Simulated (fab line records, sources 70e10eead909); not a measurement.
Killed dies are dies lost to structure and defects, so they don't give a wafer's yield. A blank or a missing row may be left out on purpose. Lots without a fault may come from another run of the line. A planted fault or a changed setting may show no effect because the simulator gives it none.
fab line records | flow nand_harc
record lots=13 wafers=39 last_day=34
route steps=1302 shown P_M2@349 P_BONDPAD@364
lots that met no fault: from a run of the same line without faults
start_h: hours from the record's first day to the start of the lot's first wafer shown | wait_h: hours since the lot's step before | " the same as in the row above | L1.1+2: a row that stands for several wafers | - no value, or no start given | * or withheld: withheld | < > ~ a bound
route shown NAME@n: a module of which the file shows steps, and the number in the route of the first | usual: mean/standard deviation of fault-free wafers | same: alike in all rows | chamber/n: place in a boat | sites: the reading at each site | _std_site: their standard deviation | _edge_site: outer sites' mean less inner sites' | radius_mm: how far each site lies from the wafer's centre | mask NAME#n: copy n | behind: the tool/chamber that last shaped the wafer | hold: why the lot was held/for how many hours/how that ended | device: the transistor (n, p or np) that didn't switch | end of line: the same wafers' tests at the end of the route | a step without rows: its recipe alone | killed: dies lost to structure and defects at the first sort, not the wafer's yield | map: a wafer's dies, x killed, . not, _ none there
set.NAME: the setting as run; set.NAME@STEP: as run at that earlier step | model.NAME: the simulator's own value behind a step, which no gauge read
steps of the route over a sample of lots; a table a step, a row a wafer
services: from which hour (start_h, from the record's first day; less than 0 if before it) a tool's chamber was out of use, for how many hours, and why
## steps
# step NHARC_P_M2_PRE_CLEAN_32
# recipe time_s=12 temp_c=370 rf_power_w=300 gas=NH3
# usual heater_power_w=607/91
# columns lot.wafer tool chamber start_h wait_h heater_power_w
L250.1 pecvd-04 2 152.13 0.1 396
L250.6 " 2 " " 406
L250.4 " 1 " " 580
L251.1 pecvd-01 0 152.43 0.1 742
L251.6 " 1 " " 627
L251.5 " 2 " " 600
L254.2 pecvd-04 0 176.94 0.1 659
L254.3 " 0 " " 654
L254.6 " 2 " " 457
L253.2 pecvd-01 2 177.64 0.1 648
L253.5 " 2 " " 632
L253.6 " 0 " " 742
L255.2 pecvd-04 2 192.40 0.1 465
L255.1 " 0 " " 557
L255.6 " 2 " " 458
L256.1 pecvd-01 2 204.94 0.1 614
L256.3 " 1 " " 632
L256.5 " 0 " " 670
L257.3 pecvd-01 1 216.45 0.1 525
L257.2 " 0 " " 752
L257.6 " 0 " " 742
L263.1 pecvd-03 0 280.59 0.1 657
L263.6 " 1 " " 614
L263.5 " 2 " " 710
L264.1 pecvd-01 2 281.34 0.2 587
L264.2 " 1 " " 608
L264.4 " 0 " " 784
L266.2 pecvd-03 1 308.66 0.1 517
L266.3 " 2 " " 744
L266.5 " 0 " " 598
L269.1 pecvd-03 2 330.56 0.1 652
L269.4 " 2 " " 659
L269.5 " 0 " " 672
L271.2 pecvd-04 2 360.97 0.1 449
L271.3 " 1 " " 680
L271.6 " 2 " " 471
L272.3 pecvd-04 2 369.20 0.1 480
L272.6 " 2 " " 491
L272.5 " 0 " " 715
# step NHARC_P_BONDPAD_CD_MEAS_09
# recipe target_cd_nm=500 landing_energy_ev=500
# usual cd_nm=499.6/1.8
# columns lot.wafer tool chamber start_h wait_h cd_nm
L250.1 cd_sem-02 0 153.82 - 498.2
L250.4 " 0 " " 498.6
L250.6 " 0 " " 496.5
L251.1 cd_sem-01 0 154.13 - 500.0
L251.5 " 0 " " 502.9
L251.6 " 0 " " 502.4
L254.2 cd_sem-01 0 178.78 - 497.1
L254.3 " 0 " " 498.5
L254.6 " 0 " " 498.7
L253.2 cd_sem-03 0 179.37 - 496.3
L253.5 " 0 " " 496.2
L253.6 " 0 " " 496.2
L255.1 cd_sem-01 0 194.09 - 499.2
L255.2 " 0 " " 500.2
L255.6 " 0 " " 499.3
L256.1 cd_sem-03 0 206.66 - 501.2
L256.3 " 0 " " 499.7
L256.5 " 0 " " 502.6
L257.2 cd_sem-02 0 218.04 - 500.0
L257.3 " 0 " " 500.0
L257.6 " 0 " " 497.7
L263.1 cd_sem-02 0 282.26 - 500.8
L263.5 " 0 " " 498.5
L263.6 " 0 " " 499.4
L264.1 cd_sem-03 0 283.05 - 498.3
L264.2 " 0 " " 498.6
L264.4 " 0 " " 497.5
L266.2 cd_sem-01 0 310.37 - 496.8
L266.3 " 0 " " 497.7
L266.5 " 0 " " 501.2
L269.1 cd_sem-02 0 332.16 - 497.6
L269.4 " 0 " " 501.6
L269.5 " 0 " " 499.3
L271.2 cd_sem-03 0 362.58 - 497.4
L271.3 " 0 " " 498.7
L271.6 " 0 " " 499.3
L272.3 cd_sem-03 0 370.78 - 501.2
L272.5 " 0 " " 499.3
L272.6 " 0 " " 500.6
# step NHARC_P_BONDPAD_ETCH_12
# recipe target_depth_a=2000 time_s=100 chf3_flow_sccm=50 o2_flow_sccm=10 ar_flow_sccm=200 rf_w=500 bias_w=200 chemistry=CHF3/O2
# usual drypump_motor_current_A=6.0/0.6 oes_product_au=0.940/0.021 rf_vpp_V=370.7/2.4 run_length_s=121.1/0.41 showerhead_plenum_p_Torr=2.41/0.11 throttle_valve_pct=20.573/0.0086
# columns lot.wafer tool chamber start_h wait_h drypump_motor_current_A oes_product_au rf_hours_counter_h rf_vpp_V run_length_s showerhead_plenum_p_Torr throttle_valve_pct
L250.1 rie_diel-03 1 154.22 - 6.3 0.960 1 368.7 121.3 2.39 20.564
L250.4 " 3 " " 5.9 0.948 1 375.0 120.7 2.58 20.579
L250.6 " 0 " " 5.8 0.978 - 367.9 121.5 2.29 20.574
L251.1 rie_diel-04 0 154.54 - 6.6 0.921 9 373.7 121.8 2.51 20.569
L251.5 " 1 " " 6.8 0.925 - 370.1 121.9 2.39 20.577
L251.6 " 2 " " 6.8 0.919 - 369.1 120.8 2.34 20.562
L254.3 rie_diel-02 0 179.17 - 6.2 0.926 8 367.0 121.2 2.24 20.574
L254.2 " 2 " " 6.2 0.931 5 369.3 120.9 2.29 20.565
L254.6 " 0 " " 6.2 0.916 - 367.9 121.0 2.24 20.579
L253.2 rie_diel-02 2 179.75 - 6.3 0.983 5 370.1 121.2 2.29 20.571
L253.5 " 2 " " 6.3 0.976 - 368.4 120.8 2.29 20.575
L253.6 " 3 " " 4.7 0.970 - 374.7 120.8 2.57 20.559
L255.2 rie_diel-02 0 194.49 - 6.3 0.962 9 367.0 121.0 2.24 20.575
L255.1 " 1 " " 6.0 0.988 8 373.0 121.0 2.52 20.567
L255.6 " 0 " " 6.3 0.967 - 367.9 120.5 2.24 20.573
L256.3 rie_diel-02 1 207.05 - 6.0 0.939 10 371.2 121.3 2.52 20.575
L256.1 " 3 " " 4.7 0.934 10 373.9 120.8 2.57 20.591
L256.5 " 1 " " 6.0 0.938 - 372.1 121.1 2.52 20.578
L257.3 rie_diel-03 2 218.43 - 5.2 0.953 2 368.3 121.5 2.34 20.565
L257.2 " 0 " " 5.8 0.946 2 368.2 121.4 2.29 20.573
L257.6 " 1 " " 6.3 0.952 - 370.5 121.6 2.39 20.564
L263.1 rie_diel-04 3 282.66 - 5.4 0.916 7 369.2 121.5 2.39 20.565
L263.6 " 1 " " 6.8 0.927 - 370.0 121.9 2.38 20.575
L263.5 " 2 " " 6.8 0.941 - 370.5 120.3 2.34 20.578
L264.4 rie_diel-04 3 283.44 - 5.4 0.910 7 370.6 121.6 2.39 20.564
L264.1 " 0 " " 6.5 0.920 7 371.8 122.3 2.51 20.554
L264.2 " 1 " " 6.7 0.923 3 369.9 121.2 2.38 20.587
L266.2 rie_diel-03 0 310.79 - 5.8 0.954 0 368.4 114.2 2.29 20.575
L266.3 " 1 " " 6.3 0.944 1 371.5 121.1 2.38 20.570
L266.5 " 3 " " 5.9 0.948 - 374.1 120.8 2.58 20.572
L269.4 rie_diel-04 3 332.55 - 5.4 0.911 11 369.3 121.3 2.38 20.573
L269.1 " 0 " " 6.5 0.930 11 372.6 121.6 2.51 20.573
L269.5 " 0 " " 6.5 0.924 - 372.1 121.9 2.51 20.560
L271.2 rie_diel-02 3 362.97 - 4.7 0.936 6 374.8 120.7 2.57 20.569
L271.3 " 1 " " 6.0 0.947 7 374.1 121.2 2.52 20.583
L271.6 " 3 " " 4.7 0.932 - 375.1 120.7 2.57 20.562
L272.3 rie_diel-02 2 371.17 - 6.3 0.982 7 368.4 121.1 2.29 20.580
L272.5 " 2 " " 6.3 0.978 - 369.6 120.9 2.29 20.579
L272.6 " 3 " " 4.7 0.959 - 374.0 120.7 2.57 20.574
# step NHARC_P_BONDPAD_STRIP_15
# recipe o2_flow_sccm=500 ar_flow_sccm=0 bias_w=0 chemistry=O2
# usual drypump_motor_current_A=5.9/0.55 oes_product_au=1.004/0.0094 rf_vpp_V=57.8/0.99 showerhead_plenum_p_Torr=3.53/0.18 throttle_valve_pct=17.036/0.0091
# columns lot.wafer tool chamber start_h wait_h drypump_motor_current_A oes_product_au rf_hours_counter_h rf_vpp_V showerhead_plenum_p_Torr throttle_valve_pct
L250.4 rie_diel-02 1 154.44 0.1 6.0 1.016 6.7 58.6 3.70 17.033
L250.1 " 2 " " 6.3 1.021 3.8 56.5 3.37 17.035
L250.6 " 1 " " 6.0 1.013 - 58.1 3.71 17.043
L251.1 rie_diel-03 2 154.73 0.1 5.2 1.002 0.9 57.2 3.45 17.032
L251.6 " 2 " " 5.2 1.003 - 56.9 3.45 17.029
L251.5 " 3 " " 5.9 0.999 - 59.0 3.79 17.050
L254.3 rie_diel-03 3 179.38 0.1 5.9 0.999 1.8 58.6 3.79 17.047
L254.2 " 1 " " 6.3 1.008 1.5 55.9 3.51 17.026
L254.6 " 1 " " 6.3 1.017 - 59.1 3.51 17.029
L253.2 rie_diel-03 3 179.98 0.1 5.9 0.982 1.9 57.9 3.79 17.047
L253.6 " 0 " " 5.8 1.012 - 57.8 3.37 17.026
L253.5 " 1 " " 6.3 1.006 - 57.2 3.51 17.020
L255.1 rie_diel-03 1 194.70 0.1 6.3 1.012 1.8 56.5 3.51 17.042
L255.2 " 0 " " 5.8 0.994 1.9 57.4 3.37 17.028
L255.6 " 2 " " 5.2 0.995 - 57.5 3.45 17.030
L256.3 rie_diel-03 2 207.29 0.1 5.2 0.997 1.9 58.2 3.44 17.030
L256.1 " 3 " " 5.9 0.993 2.3 58.4 3.79 17.028
L256.5 " 0 " " 5.8 1.000 - 58.0 3.37 17.035
L257.2 rie_diel-03 0 218.64 0.1 5.8 0.993 2.3 57.7 3.37 17.032
L257.3 " 1 " " 6.3 1.008 2.2 58.3 3.51 17.007
L257.6 " 1 " " 6.3 1.014 - 57.1 3.51 17.048
L263.1 rie_diel-02 1 282.87 0.1 6.0 1.021 3.3 59.9 3.70 17.030
L263.5 " 0 " " 6.3 1.013 - 56.0 3.29 17.040
L263.6 " 1 " " 6.0 1.028 - 58.8 3.70 17.032
L264.2 rie_diel-02 0 283.67 0.1 6.3 0.997 3.3 56.9 3.29 17.036
L264.4 " 1 " " 6.0 1.016 3.3 56.8 3.70 17.036
L264.1 " 2 " " 6.3 0.999 3.2 57.4 3.37 17.024
L266.3 rie_diel-02 0 311.03 0.1 6.3 0.998 4.2 57.1 3.29 17.040
L266.2 " 2 " " 6.3 1.006 4.5 58.1 3.36 17.036
L266.5 " 3 " " 4.7 1.003 - 58.3 3.77 17.031
L269.1 rie_diel-02 1 332.79 0.1 6.0 1.009 5.8 58.4 3.70 17.027
L269.4 " 3 " " 4.7 1.014 5.3 57.7 3.77 17.030
L269.5 " 0 " " 6.3 1.013 - 57.1 3.29 17.018
L271.3 rie_diel-03 1 363.21 0.1 6.3 0.997 1.7 56.9 3.50 17.029
L271.2 " 2 " " 5.2 0.979 1.6 58.7 3.44 17.036
L271.6 " 3 " " 5.9 0.981 - 56.8 3.79 17.036
L272.3 rie_diel-03 2 371.39 0.1 5.2 0.993 1.8 57.1 3.44 17.034
L272.5 " 1 " " 6.3 0.990 - 56.2 3.50 17.018
L272.6 " 2 " " 5.2 0.995 - 56.4 3.44 17.039
## services
# columns tool chamber start_h hours kind
pecvd-01 - 130.48 13.0 pm
rie_diel-03 1 140.05 3.4 repair
rie_diel-04 - 172.79 0.4 repair
pecvd-04 1 173.60 3.5 repair
rie_diel-04 - 177.90 9.0 pm
rie_diel-03 2 178.51 2.2 repair
rie_diel-03 - 183.40 0.6 repair
pecvd-04 - 185.20 0.5 repair
pecvd-04 - 198.43 3.1 repair
rie_diel-04 2 199.54 7.2 repair
rie_diel-04 1 204.66 47.6 repair
rie_diel-02 - 216.72 9.0 pm
rie_diel-04 2 218.29 6.9 repair
rie_diel-03 2 226.02 17.2 repair
rie_diel-03 0 234.50 2.8 repair
rie_diel-02 - 238.75 1.7 repair
rie_diel-03 2 260.24 5.0 repair
pecvd-04 - 269.00 13.0 pm
rie_diel-02 0 269.53 1.5 repair
rie_diel-03 0 276.18 32.9 repair
rie_diel-03 - 281.30 9.0 pm
rie_diel-03 2 301.44 10.0 repair
pecvd-01 - 311.48 13.0 pm
rie_diel-03 3 330.80 5.6 repair
## key
first_sign step=NHARC_P_BONDPAD_ETCH_12 reading=run_length_s direction=down sigmas=17 usual=* struck=*
effect none on later readings
met_at NHARC_P_BONDPAD_ETCH_12
struck_lots L266
struck_wafers L266.2
sort_left_out L266.2
not_acting_at NHARC_P_M2_PRE_CLEAN_32,NHARC_P_BONDPAD_CD_MEAS_09,NHARC_P_BONDPAD_STRIP_15
onset_between 218.43 310.79
fault kind=process_parameter_drift tool=rie_diel-03 chamber=0 onset_h=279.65 steps=NHARC_P_BONDPAD_ETCH_12 channel=time_s offset=* shape=step end_h=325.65 acts_in=* stated=*
# sort_left_out: the simulated sort isn't trusted on such a fault, so these wafers' sort isn't shown, and their yield isn't known
